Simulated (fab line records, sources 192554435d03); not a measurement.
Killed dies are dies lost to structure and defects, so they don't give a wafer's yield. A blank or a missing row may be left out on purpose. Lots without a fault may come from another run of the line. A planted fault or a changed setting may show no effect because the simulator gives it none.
Split-lot experiment | flow n5_finfet | 7 lots, 39 wafers read, on a route of 1938 steps

THE SPLIT
At N5_DUMMY_GATE_ETCH_37 (etches SOC in N2/H2, target depth 60 nm, overetch 30 nm), the setting source_w was moved away from the recipe's 840 W on 12 of the 39 wafers read, by -9.7% to +16.3%. The other wafers ran this setting at the recipe's value.

The reading is taken at the split's own step.

THE READING
rf_vpp_V, in V, at N5_DUMMY_GATE_ETCH_37 (etches SOC in N2/H2, target depth 60 nm, overetch 30 nm). Fault-free wafers of this fab line usually give 523.5 V, standard deviation 2.7 V.

wafer  | tool, chamber at the split | source_w as run, W | against the recipe | rf_vpp_V, V | against lot-mates on the recipe
L076.1 | rie_diel-06, 0             | 840                | recipe             | 524.4       | -
L076.2 | rie_diel-06, 3             | 976.8              | +16.3%             | 498.3       | -25.7
L076.3 | rie_diel-06, 1             | 840                | recipe             | 524.4       | -
L076.4 | rie_diel-06, 2             | 976.8              | +16.3%             | 492.5       | -31.5
L076.5 | rie_diel-06, 3             | 840                | recipe             | 523.1       | -
L076.6 | rie_diel-06, 2             | 976.8              | +16.3%             | 493.6       | -30.4
L085.1 | rie_diel-03, 0             | 840                | recipe             | 524.3       | -
L085.2 | rie_diel-03, 1             | 840                | recipe             | 525.0       | -
L085.3 | rie_diel-03, 3             | 840                | recipe             | 527.2       | -
L085.4 | rie_diel-03, 2             | 840                | recipe             | 526.9       | -
L085.5 | rie_diel-03, 3             | 840                | recipe             | 526.1       | -
L085.6 | rie_diel-03, 2             | 840                | recipe             | 527.2       | -
L086.1 | rie_diel-03, 0             | 840                | recipe             | 524.9       | -
L086.2 | rie_diel-03, 2             | 840                | recipe             | 526.9       | -
L086.3 | rie_diel-03, 3             | 840                | recipe             | 526.1       | -
L086.4 | rie_diel-03, 3             | 840                | recipe             | 527.3       | -
L086.5 | rie_diel-03, 2             | 840                | recipe             | 527.4       | -
L086.6 | rie_diel-03, 0             | 840                | recipe             | 523.4       | -
L088.1 | rie_diel-03, 1             | 975.7              | +16.2%             | 499.8       | -26.7
L088.2 | rie_diel-03, 2             | 840                | recipe             | 526.5       | -
L088.3 | rie_diel-03, 3             | 840                | recipe             | 527.4       | -
L088.4 | rie_diel-03, 0             | 840                | recipe             | 525.6       | -
L088.5 | rie_diel-03, 2             | 975.7              | +16.2%             | 499.8       | -26.7
L088.6 | rie_diel-03, 1             | 975.7              | +16.2%             | 497.7       | -28.8
L092.1 | rie_diel-06, 1             | 763.2              | -9.1%              | 541.3       | +19.4
L092.2 | rie_diel-06, 3             | 840                | recipe             | 525.0       | -
L092.3 | rie_diel-06, 2             | 840                | recipe             | 518.3       | -
L092.4 | rie_diel-06, 0             | 763.2              | -9.1%              | 538.3       | +16.4
L092.5 | rie_diel-06, 3             | 840                | recipe             | 522.3       | -
L092.6 | rie_diel-06, 0             | 763.2              | -9.1%              | 540.0       | +18.1
L093.1 | rie_diel-02, 3             | 840                | recipe             | 520.3       | -
L093.3 | rie_diel-02, 2             | 840                | recipe             | 524.5       | -
L093.6 | rie_diel-02, 3             | 840                | recipe             | 519.4       | -
L097.1 | rie_diel-02, 2             | 758.9              | -9.7%              | 541.2       | +20.3
L097.2 | rie_diel-02, 0             | 758.9              | -9.7%              | 539.5       | +18.6
L097.3 | rie_diel-02, 3             | 840                | recipe             | 519.9       | -
L097.4 | rie_diel-02, 1             | 758.9              | -9.7%              | 545.3       | +24.4
L097.5 | rie_diel-02, 3             | 840                | recipe             | 520.9       | -
L097.6 | rie_diel-02, 0             | 840                | recipe             | 521.8       | -

THE FIT
A straight line over all 39 wafers: rf_vpp_V changes by -1.71 V for each +1% of source_w; r = -0.98; the points scatter about the line by 2.7 V.
The same after taking each lot's own level away (the mean of its wafers on the recipe; 39 wafers): -1.84 V for each +1%; r = -0.99; scatter 2 V.
On that fit, the largest move of source_w shifts the reading by 30 V.
The lots' own levels span 520.87 to 526.50 V, that is 2.1 times the standard deviation above.
So the lot-to-lot level changes the slope little: the two slopes agree.
Check: with one of the wafers moved furthest among these (+16.3%) left out of the fit, the line predicts -30 V for it against its lot-mates. It came out at -25.7 V against them.
Tool readings at the split's step, against how far the setting was moved: rf_vpp_V r = -0.98.

OTHER SPLITS ON THESE WAFERS
These wafers also went through other splits before the reading. Each is held against what the fit with the lots' levels taken away leaves over:
other split on the same wafers | wafers away from the commonest value | r with rf_vpp_V (lot level and that fit taken away)
N5_WELL_APT_EXPOSE_05 dose_mj  | 12                                   | -0.23
N5_FIN_SAQP_ALD_61 temp_c      | 18                                   | +0.12

THE FILE'S OWN FIT
rf_vpp_V changes by -1.83 V for each +1% of source_w, r = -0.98.
